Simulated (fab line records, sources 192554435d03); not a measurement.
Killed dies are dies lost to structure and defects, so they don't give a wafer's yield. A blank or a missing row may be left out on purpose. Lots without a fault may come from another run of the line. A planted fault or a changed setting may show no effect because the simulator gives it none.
fab line records | flow n5_finfet | part 1 of 2: steps 1 to 24 of 33
record lots=5 wafers=15 last_day=17
route steps=1938 shown BEOL_M4@1074
lots that met no fault: from a run of the same line without faults
start_h: hours from the record's first day to the start of the lot's first wafer shown | wait_h: hours since the lot's step before | " the same as in the row above | L1.1+2: a row that stands for several wafers | - no value, or no start given | * or withheld: withheld | < > ~ a bound
route shown NAME@n: a module of which the file shows steps, and the number in the route of the first | usual: mean/standard deviation of fault-free wafers | same: alike in all rows | chamber/n: place in a boat | sites: the reading at each site | _std_site: their standard deviation | _edge_site: outer sites' mean less inner sites' | radius_mm: how far each site lies from the wafer's centre | mask NAME#n: copy n | behind: the tool/chamber that last shaped the wafer | hold: why the lot was held/for how many hours/how that ended | device: the transistor (n, p or np) that didn't switch | end of line: the same wafers' tests at the end of the route | a step without rows: its recipe alone | killed: dies lost to structure and defects at the first sort, not the wafer's yield | map: a wafer's dies, x killed, . not, _ none there
set.NAME: the setting as run; set.NAME@STEP: as run at that earlier step | model.NAME: the simulator's own value behind a step, which no gauge read
lots at some steps of the route; a table a step, a row a wafer
services: from which hour (start_h, from the record's first day; less than 0 if before it) a tool's chamber was out of use, for how many hours, and why
## steps
# step N5_BEOL_M4_HM_STRIP_39
# recipe chemistry=peroxide_tin_strip material=TiN target_depth_a=250 temp_c=50 time_s=158
# columns lot.wafer tool chamber start_h wait_h
L074.1+3+4 wet_bench-01 1,4,5 178.82 0.0
L076.1+2+4 wet_bench-02 3,7,5 182.12 0.0
L086.1+2+4 wet_bench-01 5,0,7 252.85 0.0
L091.1+3+5 wet_bench-02 5,4,2 273.78 0.0
L094.1+2+5 wet_bench-01 6,3,0 291.76 0.0
# step N5_BEOL_M4_SRD_40
# recipe time_s=30 temp_c=23 rinse_liquid=diw dry=ipa_marangoni
# columns lot.wafer tool chamber start_h wait_h
L074.1+3+4 wet_bench-01 1,4,5 178.87 0.0
L076.1+2+4 wet_bench-02 3,7,5 182.17 0.0
L086.1+2+4 wet_bench-01 5,0,7 252.90 0.0
L091.1+3+5 wet_bench-02 5,4,2 273.83 0.0
L094.1+2+5 wet_bench-01 6,3,0 291.81 0.0
# step N5_BEOL_M4_PRECLEAN_42
# recipe chemistry=residue_remover time_s=60 temp_c=40
# columns lot.wafer tool chamber start_h wait_h
L074.1+3+4 wet_bench-01 1,4,5 178.89 0.0
L076.1+2+4 wet_bench-02 3,7,5 182.19 0.0
L086.1+2+4 wet_bench-01 5,0,7 252.91 0.0
L091.1+3+5 wet_bench-02 5,4,2 273.85 0.0
L094.1+2+5 wet_bench-01 6,3,0 291.83 0.0
# step N5_BEOL_M4_SRD_43
# recipe time_s=30 temp_c=23 rinse_liquid=diw dry=ipa_marangoni
# columns lot.wafer tool chamber start_h wait_h
L074.1+3+4 wet_bench-01 1,4,5 178.90 0.0
L076.1+2+4 wet_bench-02 3,7,5 182.20 0.0
L086.1+2+4 wet_bench-01 5,0,7 252.93 0.0
L091.1+3+5 wet_bench-02 5,4,2 273.86 0.0
L094.1+2+5 wet_bench-01 6,3,0 291.84 0.0
# step N5_BEOL_M4_CD_MEAS_35
# recipe target_cd_nm=18 target_cd_y_nm=22.4 polarity=opening
# usual cd_nm=18.1/0.4
# columns lot.wafer tool chamber start_h wait_h cd_nm
L074.1 cd_sem-01 - 178.94 0.0 18.2
L074.3 " - " " 17.9
L074.4 " - " " 18.3
L076.1 cd_sem-02 - 182.24 0.0 17.9
L076.2 " - " " 18.2
L076.4 " - " " 18.8
L086.1 cd_sem-02 - 252.97 0.0 18.3
L086.2 " - " " 18.4
L086.4 " - " " 19.2
L091.1 cd_sem-03 - 273.90 0.0 17.9
L091.3 " - " " 18.4
L091.5 " - " " 18.4
L094.1 cd_sem-03 - 291.88 0.0 17.8
L094.2 " - " " 17.7
L094.5 " - " " 17.4
# step N5_BEOL_M4_DEGAS_44
# recipe ambient=vacuum temp_c=250 time_s=60
# usual heater_power_w=330/25
# columns lot.wafer tool chamber start_h wait_h heater_power_w
L074.1 pvd_sputter-02 - 179.36 0.4 330
L074.3 " - " " 375
L074.4 " - " " 350
L076.1 pvd_sputter-03 - 182.65 0.4 312
L076.2 " - " " 377
L076.4 " - " " 295
L086.1 pvd_sputter-03 - 253.33 0.4 378
L086.2 " - " " 305
L086.4 " - " " 325
L091.1 pvd_sputter-02 - 274.59 0.7 372
L091.3 " - " " 327
L091.5 " - " " 366
L094.1 pvd_sputter-01 - 292.53 0.6 335
L094.2 " - " " 347
L094.5 " - " " 329
# step N5_BEOL_M4_PRE_CLEAN_45
# recipe gas=H2/He time_s=30 temp_c=250
# usual heater_power_w=331/25
# columns lot.wafer tool chamber start_h wait_h heater_power_w
L074.1 pvd_sputter-02 - 179.40 0.0 330
L074.3 " - " " 380
L074.4 " - " " 346
L076.1 pvd_sputter-03 - 182.69 0.0 314
L076.2 " - " " 373
L076.4 " - " " 307
L086.1 pvd_sputter-03 - 253.37 0.0 388
L086.2 " - " " 297
L086.4 " - " " 317
L091.1 pvd_sputter-02 - 274.63 0.0 374
L091.3 " - " " 326
L091.5 " - " " 371
L094.1 pvd_sputter-01 - 292.57 0.0 319
L094.2 " - " " 346
L094.5 " - " " 326
# step N5_BEOL_M4_ALD_84
# recipe material=TaN target_thk_a=* temp_c=275 ald_precursor_family=PDMAT ald_co_reactant=NH3 pressure_torr=3 carrier_flow_sccm=1500 pulse_time_s=2 purge_time_s=3 co_reactant_purge_time_s=2 co_reactant_pulse_time_s=3 ald_cycles=30 precursor_vessel_temp_c=75 precursor_vessel_pressure_torr=26.25 precursor_vessel_carrier_sccm=1000
# usual heater_power_w=414/37 precursor_vessel_carrier_sccm=1000.3/2.9
# same pulse_time_s=2
# columns lot.wafer tool chamber start_h wait_h heater_power_w precursor_vessel_carrier_sccm
L074.1 ald_metal-04 0 179.47 0.1 435 998.8
L074.3 " 3 " " 438 998.2
L074.4 " 1 " " 388 997.6
L076.1 ald_metal-04 1 182.77 0.1 393 1001.7
L076.2 " 2 " " 403 1002.9
L076.4 " 3 " " 450 1006.0
L086.1 ald_metal-03 2 253.47 0.1 432 998.6
L086.2 " 0 " " 493 1000.5
L086.4 " 1 " " 368 999.7
L091.1 ald_metal-04 2 274.71 0.1 403 995.3
L091.3 " 3 " " 439 1004.1
L091.5 " 0 " " 446 1002.6
L094.1 ald_metal-03 0 292.86 0.3 487 1003.5
L094.2 " 2 " " 426 999.8
L094.5 " 2 " " 432 998.8
# step N5_BEOL_M4_SURFACE_TREAT_85
# recipe gas=Ar time_s=* ion_energy_ev=* ion_current_ma_cm2=0.5 pressure_mtorr=* ar_flow_sccm=30
# usual throttle_valve_pct=*
# columns lot.wafer tool chamber start_h wait_h throttle_valve_pct
L074.1 pvd_sputter-03 - 179.70 0.1 *
L074.3 " - " " *
L074.4 " - " " *
L076.1 pvd_sputter-03 - 183.13 0.3 *
L076.2 " - " " *
L076.4 " - " " *
L086.1 pvd_sputter-02 - 253.89 0.3 *
L086.2 " - " " *
L086.4 " - " " *
L091.1 pvd_sputter-02 - 275.01 0.2 *
L091.3 " - " " *
L091.5 " - " " *
L094.1 pvd_sputter-02 - 293.87 0.9 *
L094.2 " - " " *
L094.5 " - " " *
# step N5_BEOL_M4_CVD_47
# recipe material=Co target_thk_a=30 temp_c=withheld precursor=CCTBA/H2 pressure_torr=30 time_s=223.8
# columns lot.wafer tool chamber start_h wait_h
L074.1+3+4 cvd_co-01 0,2,1 179.81 0.1
L076.1+2+4 cvd_co-02 1,0,0 183.19 0.0
L086.1+2+4 cvd_co-02 0,2,2 253.95 0.0
L091.1+3+5 cvd_co-02 2,1,1 275.09 0.1
L094.1+2+5 cvd_co-01 0,2,2 293.93 0.0
# step N5_BEOL_M4_SPUTTER_48
# recipe material=Cu target_thk_a=45 temp_c=-20 chamber_pressure_pa=0.07 power_w=withheld time_s=8.29
# usual chuck_gas_flow_sccm=1.26/0.054 substrate_temp_c=-19.99/0.1 throttle_valve_pct=30.0/0.79
# columns lot.wafer tool chamber start_h wait_h chuck_gas_flow_sccm substrate_temp_c throttle_valve_pct
L074.1 pvd_sputter-01 - 179.97 0.1 1.21 -20.02 29.0
L074.3 " - " " 1.25 -20.03 28.1
L074.4 " - " " 1.22 -20.09 29.6
L076.1 pvd_sputter-03 - 183.37 0.1 1.21 -20.01 30.6
L076.2 " - " " 1.20 -20.12 30.8
L076.4 " - " " 1.33 -20.18 30.5
L086.1 pvd_sputter-02 - 254.13 0.1 1.34 -20.10 30.6
L086.2 " - " " 1.21 -20.02 29.6
L086.4 " - " " 1.18 -19.95 29.0
L091.1 pvd_sputter-02 - 275.45 0.3 1.23 -19.86 30.8
L091.3 " - " " 1.23 -19.93 29.8
L091.5 " - " " 1.29 -19.80 29.9
L094.1 pvd_sputter-02 - 294.11 0.1 1.33 -20.00 30.0
L094.2 " - " " 1.23 -20.06 30.5
L094.5 " - " " 1.22 -20.07 29.4
# step N5_BEOL_M4_ANNEAL_49
# recipe temp_c=400 time_s=240 ambient=vacuum
# usual heater_power_w=831/61
# columns lot.wafer tool chamber start_h wait_h heater_power_w
L074.1 pvd_sputter-01 - 180.05 0.0 793
L074.3 " - " " 884
L074.4 " - " " 838
L076.1 pvd_sputter-03 - 183.45 0.0 956
L076.2 " - " " 750
L076.4 " - " " 767
L086.1 pvd_sputter-02 - 254.21 0.0 946
L086.2 " - " " 837
L086.4 " - " " 856
L091.1 pvd_sputter-02 - 275.53 0.0 921
L091.3 " - " " 814
L091.5 " - " " 817
L094.1 pvd_sputter-02 - 294.19 0.0 832
L094.2 " - " " 927
L094.5 " - " " 811
# step N5_BEOL_M4_SPUTTER_79
# recipe material=Cu target_thk_a=45 temp_c=-20 chamber_pressure_pa=0.07 power_w=withheld time_s=8.29
# usual chuck_gas_flow_sccm=1.26/0.057 substrate_temp_c=-20.00/0.11 throttle_valve_pct=30.0/0.81
# columns lot.wafer tool chamber start_h wait_h chuck_gas_flow_sccm substrate_temp_c throttle_valve_pct
L074.1 pvd_sputter-01 - 180.19 0.1 1.20 -19.96 29.2
L074.3 " - " " 1.24 -19.93 28.3
L074.4 " - " " 1.14 -19.94 29.1
L076.1 pvd_sputter-03 - 183.59 0.1 1.30 -19.96 30.9
L076.2 " - " " 1.10 -19.88 30.8
L076.4 " - " " 1.27 -20.07 30.8
L086.1 pvd_sputter-02 - 254.35 0.1 1.28 -20.22 30.8
L086.2 " - " " 1.25 -20.05 29.4
L086.4 " - " " 1.25 -20.04 28.9
L091.1 pvd_sputter-02 - 275.67 0.1 1.27 -19.95 30.9
L091.3 " - " " 1.30 -19.92 29.3
L091.5 " - " " 1.24 -20.10 29.9
L094.1 pvd_sputter-02 - 294.33 0.1 1.24 -19.86 29.9
L094.2 " - " " 1.25 -20.08 30.6
L094.5 " - " " 1.30 -19.99 29.6
# step N5_BEOL_M4_ANNEAL_80
# recipe temp_c=400 time_s=240 ambient=vacuum
# usual heater_power_w=830/60
# columns lot.wafer tool chamber start_h wait_h heater_power_w
L074.1 pvd_sputter-01 - 180.27 0.0 769
L074.3 " - " " 840
L074.4 " - " " 814
L076.1 pvd_sputter-03 - 183.67 0.0 945
L076.2 " - " " 752
L076.4 " - " " 756
L086.1 pvd_sputter-02 - 254.43 0.0 915
L086.2 " - " " 810
L086.4 " - " " 864
L091.1 pvd_sputter-02 - 275.75 0.0 955
L091.3 " - " " 814
L091.5 " - " " 823
L094.1 pvd_sputter-02 - 294.41 0.0 819
L094.2 " - " " 927
L094.5 " - " " 832
# step N5_BEOL_M4_SPUTTER_81
# recipe material=Cu target_thk_a=45 temp_c=-20 chamber_pressure_pa=0.07 power_w=withheld time_s=8.29
# usual chuck_gas_flow_sccm=1.26/0.048 substrate_temp_c=-20.00/0.11 throttle_valve_pct=30.0/0.83
# columns lot.wafer tool chamber start_h wait_h chuck_gas_flow_sccm substrate_temp_c throttle_valve_pct
L074.1 pvd_sputter-01 - 180.41 0.1 1.33 -20.07 29.5
L074.3 " - " " 1.27 -20.03 28.3
L074.4 " - " " 1.26 -20.02 29.5
L076.1 pvd_sputter-03 - 183.81 0.1 1.41 -20.19 31.0
L076.2 " - " " 1.25 -20.22 30.8
L076.4 " - " " 1.31 -19.99 30.9
L086.1 pvd_sputter-02 - 254.57 0.1 1.29 -19.97 30.9
L086.2 " - " " 1.23 -20.16 29.4
L086.4 " - " " 1.26 -19.94 29.0
L091.1 pvd_sputter-02 - 275.89 0.1 1.33 -19.88 30.7
L091.3 " - " " 1.20 -19.93 29.6
L091.5 " - " " 1.26 -19.83 29.5
L094.1 pvd_sputter-02 - 294.55 0.1 1.17 -19.67 29.9
L094.2 " - " " 1.20 -20.18 30.6
L094.5 " - " " 1.31 -20.13 29.4
# step N5_BEOL_M4_ANNEAL_82
# recipe temp_c=400 time_s=240 ambient=vacuum
# usual heater_power_w=830/61
# columns lot.wafer tool chamber start_h wait_h heater_power_w
L074.1 pvd_sputter-01 - 180.49 0.0 787
L074.3 " - " " 892
L074.4 " - " " 813
L076.1 pvd_sputter-03 - 183.89 0.0 957
L076.2 " - " " 753
L076.4 " - " " 768
L086.1 pvd_sputter-02 - 254.65 0.0 921
L086.2 " - " " 839
L086.4 " - " " 864
L091.1 pvd_sputter-02 - 275.97 0.0 926
L091.3 " - " " 811
L091.5 " - " " 806
L094.1 pvd_sputter-02 - 294.63 0.0 829
L094.2 " - " " 943
L094.5 " - " " 798
# step N5_BEOL_M4_SPUTTER_86
# recipe material=Cu target_thk_a=45 temp_c=-20 chamber_pressure_pa=0.07 power_w=withheld time_s=8.29
# usual chuck_gas_flow_sccm=1.26/0.055 substrate_temp_c=-20.00/0.1 throttle_valve_pct=30.0/0.8
# columns lot.wafer tool chamber start_h wait_h chuck_gas_flow_sccm substrate_temp_c throttle_valve_pct
L074.1 pvd_sputter-01 - 180.63 0.1 1.33 -19.79 29.5
L074.3 " - " " 1.23 -20.02 28.0
L074.4 " - " " 1.22 -19.87 29.6
L076.1 pvd_sputter-03 - 184.03 0.1 1.24 -20.03 31.0
L076.2 " - " " 1.18 -20.17 31.1
L076.4 " - " " 1.23 -19.97 30.6
L086.1 pvd_sputter-02 - 254.79 0.1 1.29 -20.09 30.5
L086.2 " - " " 1.26 -20.07 29.6
L086.4 " - " " 1.32 -19.97 29.0
L091.1 pvd_sputter-02 - 276.11 0.1 1.30 -20.03 30.6
L091.3 " - " " 1.27 -20.08 29.7
L091.5 " - " " 1.29 -19.88 29.7
L094.1 pvd_sputter-02 - 294.77 0.1 1.35 -19.97 29.7
L094.2 " - " " 1.29 -19.96 30.7
L094.5 " - " " 1.19 -19.92 29.3
# step N5_BEOL_M4_ANNEAL_87
# recipe temp_c=400 time_s=240 ambient=vacuum
# usual heater_power_w=831/60
# columns lot.wafer tool chamber start_h wait_h heater_power_w
L074.1 pvd_sputter-01 - 180.71 0.0 784
L074.3 " - " " 867
L074.4 " - " " 839
L076.1 pvd_sputter-03 - 184.11 0.0 954
L076.2 " - " " 752
L076.4 " - " " 781
L086.1 pvd_sputter-02 - 254.87 0.0 935
L086.2 " - " " 830
L086.4 " - " " 865
L091.1 pvd_sputter-02 - 276.19 0.0 920
L091.3 " - " " 811
L091.5 " - " " 824
L094.1 pvd_sputter-02 - 294.85 0.0 845
L094.2 " - " " 950
L094.5 " - " " 818
# step N5_BEOL_M4_SPUTTER_88
# recipe material=Cu target_thk_a=45 temp_c=-20 chamber_pressure_pa=0.07 power_w=withheld time_s=8.29
# usual chuck_gas_flow_sccm=1.26/0.053 substrate_temp_c=-20.00/0.12 throttle_valve_pct=30.0/0.81
# columns lot.wafer tool chamber start_h wait_h chuck_gas_flow_sccm substrate_temp_c throttle_valve_pct
L074.1 pvd_sputter-01 - 180.85 0.1 1.18 -20.07 29.4
L074.3 " - " " 1.25 -19.95 28.2
L074.4 " - " " 1.23 -19.90 29.3
L076.1 pvd_sputter-03 - 184.25 0.1 1.29 -20.01 31.3
L076.2 " - " " 1.23 -20.23 30.7
L076.4 " - " " 1.18 -19.94 30.7
L086.1 pvd_sputter-02 - 255.01 0.1 1.24 -19.95 31.0
L086.2 " - " " 1.22 -20.00 29.5
L086.4 " - " " 1.25 -20.07 28.9
L091.1 pvd_sputter-02 - 276.33 0.1 1.27 -20.04 30.8
L091.3 " - " " 1.29 -19.90 29.6
L091.5 " - " " 1.29 -20.03 29.7
L094.1 pvd_sputter-02 - 294.99 0.1 1.19 -19.95 29.2
L094.2 " - " " 1.24 -19.82 30.6
L094.5 " - " " 1.28 -19.99 29.5
# step N5_BEOL_M4_ANNEAL_89
# recipe temp_c=400 time_s=240 ambient=vacuum
# usual heater_power_w=829/60
# columns lot.wafer tool chamber start_h wait_h heater_power_w
L074.1 pvd_sputter-01 - 180.93 0.0 773
L074.3 " - " " 868
L074.4 " - " " 820
L076.1 pvd_sputter-03 - 184.33 0.0 935
L076.2 " - " " 752
L076.4 " - " " 756
L086.1 pvd_sputter-02 - 255.09 0.0 926
L086.2 " - " " 837
L086.4 " - " " 857
L091.1 pvd_sputter-02 - 276.41 0.0 926
L091.3 " - " " 803
L091.5 " - " " 829
L094.1 pvd_sputter-02 - 295.07 0.0 832
L094.2 " - " " 938
L094.5 " - " " 807
# step N5_BEOL_M4_SPUTTER_90
# recipe material=Cu target_thk_a=45 temp_c=-20 chamber_pressure_pa=0.07 power_w=withheld time_s=8.29
# usual chuck_gas_flow_sccm=1.26/0.045 substrate_temp_c=-20.00/0.11 throttle_valve_pct=30.0/0.83
# columns lot.wafer tool chamber start_h wait_h chuck_gas_flow_sccm substrate_temp_c throttle_valve_pct
L074.1 pvd_sputter-01 - 181.07 0.1 1.28 -20.04 29.6
L074.3 " - " " 1.28 -20.15 28.0
L074.4 " - " " 1.31 -19.99 29.4
L076.1 pvd_sputter-03 - 184.47 0.1 1.37 -19.94 31.1
L076.2 " - " " 1.24 -20.12 31.0
L076.4 " - " " 1.30 -20.14 30.5
L086.1 pvd_sputter-02 - 255.23 0.1 1.25 -19.97 30.7
L086.2 " - " " 1.27 -19.85 29.5
L086.4 " - " " 1.15 -19.83 28.7
L091.1 pvd_sputter-02 - 276.55 0.1 1.27 -20.11 30.6
L091.3 " - " " 1.20 -20.11 29.4
L091.5 " - " " 1.37 -20.14 29.9
L094.1 pvd_sputter-02 - 295.21 0.1 1.25 -19.90 29.9
L094.2 " - " " 1.26 -20.03 30.7
L094.5 " - " " 1.24 -20.17 29.2
# step N5_BEOL_M4_ANNEAL_91
# recipe temp_c=400 time_s=240 ambient=vacuum
# usual heater_power_w=830/60
# columns lot.wafer tool chamber start_h wait_h heater_power_w
L074.1 pvd_sputter-01 - 181.15 0.0 783
L074.3 " - " " 866
L074.4 " - " " 819
L076.1 pvd_sputter-03 - 184.55 0.0 931
L076.2 " - " " 744
L076.4 " - " " 775
L086.1 pvd_sputter-02 - 255.31 0.0 924
L086.2 " - " " 782
L086.4 " - " " 847
L091.1 pvd_sputter-02 - 276.63 0.0 944
L091.3 " - " " 844
L091.5 " - " " 806
L094.1 pvd_sputter-02 - 295.29 0.0 826
L094.2 " - " " 930
L094.5 " - " " 816
# step N5_BEOL_M4_SPUTTER_92
# recipe material=Cu target_thk_a=45 temp_c=-20 chamber_pressure_pa=0.07 power_w=withheld time_s=8.29
# usual chuck_gas_flow_sccm=1.26/0.054 substrate_temp_c=-20.00/0.1 throttle_valve_pct=30.0/0.81
# columns lot.wafer tool chamber start_h wait_h chuck_gas_flow_sccm substrate_temp_c throttle_valve_pct
L074.1 pvd_sputter-01 - 181.29 0.1 1.28 -20.28 29.5
L074.3 " - " " 1.15 -20.09 28.3
L074.4 " - " " 1.27 -20.00 29.7
L076.1 pvd_sputter-03 - 184.69 0.1 1.16 -20.01 30.9
L076.2 " - " " 1.33 -20.04 30.8
L076.4 " - " " 1.28 -20.00 30.7
L086.1 pvd_sputter-02 - 255.45 0.1 1.25 -20.03 30.7
L086.2 " - " " 1.28 -20.15 29.5
L086.4 " - " " 1.28 -20.12 28.8
L091.1 pvd_sputter-02 - 276.77 0.1 1.22 -19.87 30.5
L091.3 " - " " 1.27 -20.04 29.5
L091.5 " - " " 1.24 -19.83 29.8
L094.1 pvd_sputter-02 - 295.43 0.1 1.27 -20.04 29.7
L094.2 " - " " 1.29 -20.11 30.7
L094.5 " - " " 1.33 -20.16 29.6
# step N5_BEOL_M4_ANNEAL_93
# recipe temp_c=400 time_s=240 ambient=vacuum
# usual heater_power_w=830/60
# columns lot.wafer tool chamber start_h wait_h heater_power_w
L074.1 pvd_sputter-01 - 181.37 0.0 772
L074.3 " - " " 874
L074.4 " - " " 827
L076.1 pvd_sputter-03 - 184.77 0.0 922
L076.2 " - " " 767
L076.4 " - " " 755
L086.1 pvd_sputter-02 - 255.53 0.0 927
L086.2 " - " " 826
L086.4 " - " " 870
L091.1 pvd_sputter-02 - 276.85 0.0 919
L091.3 " - " " 827
L091.5 " - " " 823
L094.1 pvd_sputter-02 - 295.51 0.0 853
L094.2 " - " " 960
L094.5 " - " " 811
